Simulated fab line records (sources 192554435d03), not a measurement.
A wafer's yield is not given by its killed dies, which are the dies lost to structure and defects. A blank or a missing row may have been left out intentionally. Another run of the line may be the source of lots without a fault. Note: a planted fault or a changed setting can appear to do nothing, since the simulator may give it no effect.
What tool caused it? ; flow n5 finfet ; at 1 step of a route of 1938, 12 lots with 36 wafers sampled

WHAT THE GAUGES SHOWED, per wafer
N5_BEOL_M2_THK_MEAS_01.
lot;measured;on;M2_ILD_THK (nm)
L075;day 6 15:54;film metro-02;77.3 78.4 78.0
L077;day 7 05:00;film metro-02;78.4 80.3 78.7
L079;day 7 18:22;film metro-02;78.9 78.2 80.1
L081;day 8 13:20;film metro-01;77.5 77.9 78.9
L083;day 8 21:13;film metro-02;78.5 79.1 80.6
L085;day 9 15:02;film metro-01;78.7 79.6 78.3
L087;day 9 21:44;film metro-01;77.1 78.9 77.0
L089;day 10 05:47;film metro-02;77.2 81.4 78.0
L091;day 10 19:43;film metro-01;76.1 76.5 77.6
L092;day 11 00:19;film metro-02;77.7 79.5 78.8
L095;day 12 05:15;film metro-01;78.2 78.2 78.8
L097;day 12 10:33;film metro-02;78.5 80.6 79.7

WHICH TOOL RAN EACH LOT (tool, then ch and the chambers of the sampled wafers, then the start)
The record shows no process step preceding these readings.

THE ANSWER, worked out from the rows above alone
Rule: the usual values come from the lots themselves. The widest of any qualifying gaps counts: lots, ordered by their means at a reading, are off when they make up no more than a third of the lots, leave a main group of 4 or more, and stand apart from it by 3 or more times the standard deviation of that group's means. Not used: any main group whose means are identical at the precision the tables above print for the reading. A lot without any number at a reading at which 4 lots or more have one is off too. All remaining lots with rows at the step are treated as sound.
Nothing can be told from this: no lot is off at any reading shown.

WHAT WAS PUT IN BY THE SIMULATOR
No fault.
